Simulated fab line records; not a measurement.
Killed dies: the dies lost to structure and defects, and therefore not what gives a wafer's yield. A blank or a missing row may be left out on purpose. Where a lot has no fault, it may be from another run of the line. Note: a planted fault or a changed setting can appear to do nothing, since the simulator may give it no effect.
fab line records    flow n5_finfet    part 2 of 2: steps 22 to 27 of 27
[record] lots = 5  wafers = 15  last_day = 16
route steps=1938 shown BEOL_M9@1469 BEOL_M10@1470
lots that met no fault: from a run of the same line without faults
start_h: the number of hours between the record's first day and the start of the first shown wafer of the lot    wait_h: hours elapsed since this lot's preceding step    " as in the row above    L1.1+2: a single row standing in for several wafers    - either no value or no given start    * or withheld: withheld    < > ~ a bound
route shown NAME@n: NAME is a module with steps in the file, n the number in the route of the first one    usual: mean/standard deviation of fault-free wafers    same: alike in all rows    chamber/n: place in a boat    sites: readings site by site    _std_site: how widely they spread, as a standard deviation    _edge_site: the outer-site mean with the inner-site mean subtracted    radius_mm: for every site, how far away it sits from the centre of the wafer    mask NAME#n: copy n    behind: the tool/chamber that last shaped the wafer    hold: reason for holding the lot/hours on hold/outcome of the hold    device: the transistor (n, p or np) that didn't switch    end of line: at the end of the route, the tests of the same wafers    a step with no rows: only its recipe    killed: the dies lost at the first sort to structure and to defects; this is not the yield of the wafer    map: a wafer's dies, x killed, . not, _ none there
set.NAME: the run value of the setting; set.NAME@STEP: its run value at that earlier step    model.NAME: the simulator's own value behind a step, which no gauge read
certain route steps with their lots: each step a table, each wafer a row
services: from which hour (start_h, from the record's first day; less than 0 if before it) a tool's chamber was out of use, for how many hours, and why
[[steps]]
[step N5_BEOL_M10_STRIP_67]
[recipe] chemistry = CF4  resist = SiARC  power_w = 300  bias_power_w = 75  pressure_mtorr = 50  cf4_flow_sccm = 150  rf_frequency_hz = 6e+07
[usual] cf4_flow_sccm = 150.0/0.44  drypump_motor_current_A = 5.5/0.43  oes_product_au = 0.81/0.07  rf_vpp_V = 271.2/1.3  showerhead_plenum_p_Torr = 1.80/0.046  throttle_valve_pct = 13.69/0.23
lot.wafer  tool         chamber  start_h  wait_h  cf4_flow_sccm  drypump_motor_current_A  oes_product_au  rf_hours_counter_h  rf_vpp_V  showerhead_plenum_p_Torr  throttle_valve_pct
L074.2     rie_diel-04  0        211.23   0.0     149.6          5.5                      0.88            44                  272.9     1.82                      13.64
L074.3     "            2        "        "       149.4          5.6                      0.89            30                  271.3     1.83                      13.68
L074.4     "            3        "        "       150.5          5.4                      0.80            99                  271.0     1.81                      13.63
L077.3     rie_diel-01  1        232.29   0.0     150.2          6.1                      0.76            136                 270.3     1.74                      13.88
L077.4     "            0        "        "       150.1          5.9                      0.93            29                  271.3     1.83                      13.38
L077.5     "            0        "        "       150.2          5.9                      0.92            -                   270.7     1.83                      13.38
L082.1     rie_diel-04  3        259.59   0.0     150.4          5.4                      0.79            119                 272.8     1.80                      13.69
L082.4     "            0        "        "       149.9          5.5                      0.84            65                  272.7     1.82                      13.68
L082.5     "            0        "        "       150.1          5.4                      0.85            -                   270.7     1.82                      13.67
L088.4     rie_diel-01  0        291.19   0.0     149.4          5.9                      0.87            -                   271.4     1.83                      13.42
L088.5     "            1        "        "       149.6          6.1                      0.73            -                   270.2     1.73                      13.94
L088.6     "            3        "        "       150.0          6.2                      0.78            -                   273.0     1.86                      13.93
L091.1     rie_diel-01  1        318.23   0.0     151.0          6.1                      0.72            172                 268.8     1.73                      13.96
L091.2     "            3        "        "       149.4          6.2                      0.76            149                 271.7     1.86                      13.95
L091.5     "            1        "        "       150.9          6.1                      0.72            -                   268.2     1.73                      13.98
[step N5_BEOL_M10_HM_OPEN_17]
[recipe] chemistry = Cl2/BCl3  target_depth_a = 200  overetch_a = 60  target = TiN  mask_material = SOC  ion_energy_ev = 150  pressure_mtorr = 10  icp_w = 1000  bias_w = 126  Cl2_flow_sccm = 53.25  bcl3_flow_sccm = 21.75  Ar_flow_sccm = 25
[usual] drypump_motor_current_A = 6.0/0.45  mfc_cl2_sccm = 53.25/0.17  oes_product_au = 0.64/0.066  throttle_valve_pct = 22.19/0.16
lot.wafer  tool          chamber  start_h  wait_h  drypump_motor_current_A  mfc_cl2_sccm  oes_product_au  rf_hours_counter_h  throttle_valve_pct
L074.2     rie_metal-02  0        211.27   0.0     6.6                      53.22         0.68            39                  22.35
L074.3     "             0        "        "       6.6                      53.36         0.68            -                   22.33
L074.4     "             1        "        "       6.5                      53.11         0.67            -                   21.82
L077.3     rie_metal-03  0        232.36   0.1     6.2                      53.53         0.63            -                   22.09
L077.4     "             1        "        "       5.3                      52.84         0.77            -                   22.27
L077.5     "             0        "        "       6.2                      53.50         0.64            -                   22.10
L082.1     rie_metal-03  0        259.64   0.0     6.2                      53.10         0.63            47                  22.10
L082.4     "             0        "        "       6.2                      52.91         0.63            -                   22.11
L082.5     "             0        "        "       6.2                      52.97         0.63            -                   22.09
L088.4     rie_metal-03  0        291.25   0.1     6.2                      53.23         0.64            -                   22.09
L088.5     "             1        "        "       5.3                      53.09         0.74            -                   22.27
L088.6     "             0        "        "       6.2                      53.45         0.62            -                   22.10
L091.1     rie_metal-02  0        318.27   0.0     6.6                      53.29         0.66            48                  22.36
L091.2     "             1        "        "       6.5                      53.22         0.65            52                  21.85
L091.5     "             1        "        "       6.5                      53.17         0.65            -                   21.87
[step N5_BEOL_M10_STRIP_19]
[recipe] chemistry = O2  power_w = 400  temp_c = 40  pressure_mtorr = 30  rf_frequency_hz = 6e+07  bias_power_w = 0  overash_fraction = 0.2  o2_flow_sccm = 225
[usual] drypump_motor_current_A = 5.6/0.44  oes_product_au = 0.80/0.076  rf_vpp_V = 3.6/0.59  showerhead_plenum_p_Torr = 2.10/0.074  throttle_valve_pct = 16.80/0.28
lot.wafer  tool         chamber  start_h  wait_h  drypump_motor_current_A  oes_product_au  rf_hours_counter_h  rf_vpp_V  showerhead_plenum_p_Torr  throttle_valve_pct
L074.2     rie_diel-02  3        211.53   0.2     4.9                      0.72            171                 3.3       2.10                      16.75
L074.3     "            0        "        "       5.6                      0.74            186                 3.3       2.09                      17.05
L074.4     "            2        "        "       5.0                      0.71            190                 3.2       2.00                      17.04
L077.3     rie_diel-01  1        232.44   0.1     6.1                      0.74            136                 4.2       2.01                      16.93
L077.4     "            3        "        "       6.2                      0.80            117                 3.5       2.21                      17.08
L077.5     "            0        "        "       5.9                      0.92            -                   3.0       2.14                      16.47
L082.1     rie_diel-01  3        259.88   0.2     6.2                      0.80            127                 3.2       2.20                      17.11
L082.4     "            1        "        "       6.1                      0.74            147                 2.8       2.01                      16.98
L082.5     "            3        "        "       6.2                      0.79            -                   3.6       2.20                      17.12
L088.4     rie_diel-01  1        291.56   0.3     6.1                      0.74            -                   3.2       2.01                      17.00
L088.5     "            3        "        "       6.2                      0.78            -                   4.2       2.20                      17.14
L088.6     "            0        "        "       6.0                      0.88            -                   3.7       2.13                      16.51
L091.1     rie_diel-01  2        318.51   0.2     5.6                      0.84            77                  3.1       2.22                      16.36
L091.2     "            3        "        "       6.2                      0.76            149                 3.2       2.19                      17.14
L091.5     "            3        "        "       6.2                      0.77            -                   3.9       2.19                      17.18
[step N5_BEOL_M10_CD_MEAS_18]
[recipe] pitch_nm = 140  target_cd_nm = 70
[usual] cd_nm = 69.9/0.53
lot.wafer  tool       chamber  start_h  wait_h  cd_nm
L074.2     cd_sem-02  -        211.60   0.1     71.0
L074.3     "          -        "        "       70.4
L074.4     "          -        "        "       70.8
L077.3     cd_sem-01  -        232.51   0.1     70.9
L077.4     "          -        "        "       70.7
L077.5     "          -        "        "       70.5
L082.1     cd_sem-01  -        259.95   0.0     70.2
L082.4     "          -        "        "       70.8
L082.5     "          -        "        "       70.2
L088.4     cd_sem-01  -        291.62   0.0     70.2
L088.5     "          -        "        "       69.4
L088.6     "          -        "        "       70.4
L091.1     cd_sem-02  -        318.58   0.0     69.1
L091.2     "          -        "        "       70.0
L091.5     "          -        "        "       70.0
[step N5_BEOL_M10_COAT_63]
[recipe] resist = SOC  temp_c = 250  time_s = 60  spin_rpm = 1500  resist_thk_nm = 100
[usual] chill_plate_temp_C = 22.97/0.11  plate_temp_C = 249.97/0.18
lot.wafer  tool            chamber  start_h  wait_h  chill_plate_temp_C  plate_temp_C
L074.2     litho_track-02  0        212.04   0.4     22.96               250.00
L074.3     "               0        "        "       22.78               250.13
L074.4     "               0        "        "       23.00               250.12
L077.3     litho_track-05  0        233.21   0.7     22.88               250.05
L077.4     "               0        "        "       23.01               249.98
L077.5     "               0        "        "       22.99               250.33
L082.1     litho_track-02  0        260.05   0.1     22.90               250.06
L082.4     "               0        "        "       23.13               249.78
L082.5     "               0        "        "       23.04               249.98
L088.4     litho_track-01  0        291.65   0.0     22.90               250.11
L088.5     "               0        "        "       22.96               249.91
L088.6     "               0        "        "       22.97               249.85
L091.1     litho_track-01  0        319.08   0.5     23.08               249.87
L091.2     "               0        "        "       23.02               249.89
L091.5     "               0        "        "       23.01               249.95
[step N5_BEOL_M10_COAT_64]
[recipe] resist = SiARC  temp_c = 220  time_s = 60  spin_rpm = 1500  resist_thk_nm = 30
[usual] chill_plate_temp_C = 22.98/0.097  plate_temp_C = 220.04/0.17
lot.wafer  tool            chamber  start_h  wait_h  chill_plate_temp_C  plate_temp_C
L074.2     litho_track-02  0        -        -       22.95               219.97
L074.3     "               0        "        "       23.08               219.91
L074.4     "               0        "        "       23.06               220.03
L077.3     litho_track-05  0        -        -       22.91               220.03
L077.4     "               0        "        "       23.04               219.98
L077.5     "               0        "        "       23.05               219.88
L082.1     litho_track-02  0        -        -       23.00               220.15
L082.4     "               0        "        "       22.89               220.12
L082.5     "               0        "        "       23.01               220.28
L088.4     litho_track-01  0        -        -       23.13               219.82
L088.5     "               0        "        "       23.28               219.83
L088.6     "               0        "        "       23.15               219.94
L091.1     litho_track-01  0        -        -       22.91               219.91
L091.2     "               0        "        "       23.10               220.17
L091.5     "               0        "        "       23.01               220.00
[[services]]
tool             chamber  start_h  hours  kind
pecvd-01         -        187.97   2.8    pm
arfi_scanner-03  -        195.18   1.3    pm
uv_cure-02       -        199.29   1.0    pm
uv_cure-02       -        204.21   0.3    repair
uv_cure-01       -        204.74   3.4    pm
rie_diel-02      -        220.78   2.3    repair
arfi_scanner-01  -        238.43   3.1    pm
arfi_scanner-02  -        238.45   8.4    repair
uv_cure-03       -        242.71   7.5    pm
uv_cure-02       -        247.13   7.5    pm
arfi_scanner-01  -        254.13   0.8    pm
arfi_scanner-02  -        260.00   0.8    pm
arfi_scanner-02  -        267.29   1.0    pm
rie_diel-01      3        270.15   5.9    repair
arfi_scanner-02  -        282.34   1.3    pm
rie_diel-01      2        285.76   10.5   repair
arfi_scanner-01  -        288.48   5.8    repair
uv_cure-01       -        295.81   2.8    pm
arfi_scanner-01  -        305.53   1.3    pm
arfi_scanner-02  -        307.30   4.9    pm
rie_diel-01      0        307.46   4.7    repair
arfi_scanner-01  -        308.56   1.0    pm
arfi_scanner-01  -        311.97   2.2    repair
rie_diel-01      0        314.89   13.9   repair
